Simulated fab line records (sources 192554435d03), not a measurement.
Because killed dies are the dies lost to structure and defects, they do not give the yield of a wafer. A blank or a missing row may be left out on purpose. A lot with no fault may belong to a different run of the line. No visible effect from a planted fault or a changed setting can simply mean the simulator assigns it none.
Chamber matching	flow n5-finfet	N5_BEOL_M2_DESCUM_16 on rie-diel-01 has 4 sister chambers
The step chemistry O2, time 7 s. 8 wafers are shown with their chamber, then 8 later ones without.

## WAFERS, EACH WITH ITS CHAMBER
wafer	chamber	showerhead-plenum-p-Torr (Torr)	drypump-motor-current-A (A)
L084.1	0	2.15	5.4
L084.3	1	2.04	4.9
L087.5	2	2.08	5.5
L087.6	3	2.14	5.8
L088.1	3	2.14	5.8
L088.2	0	2.14	5.3
L088.3	2	2.08	5.5
L088.4	1	2.04	4.9

## WAFERS WHOSE CHAMBER IS MISSING
wafer	showerhead-plenum-p-Torr (Torr)	drypump-motor-current-A (A)
L088.5	2.08	5.5
L088.6	2.14	5.8
L090.1	2.14	5.4
L090.3	2.13	5.8
L090.5	2.13	5.8
L092.1	2.03	4.8
L092.2	2.07	5.5
L092.3	2.13	5.8

## CHAMBER TAKEN BY EACH
wafer	from the rows above	in truth
L088.5	2	2
L088.6	3	3
L090.1	0	0
L090.3	3	3
L090.5	3	3
L092.1	1	1
L092.2	2	2
L092.3	3	3
Placed correctly: 8 of 8. From these rows, 0 cannot be placed. Number placed wrongly: 0.
How it was worked out, from the rows above alone: a wafer's distance from a chamber is the root of the sum, over the readings, of the square of ((its reading less the chamber's mean) divided by the reading's scatter). The wafer belongs to the nearest chamber; if the next one is less than 2 further off, it can't be placed. The mean given for a chamber averages the wafers shown for that chamber. The scatter: take each reading less its chamber's mean, square it, sum over the shown wafers, divide by the number of wafers less the number of chambers, and take the root.
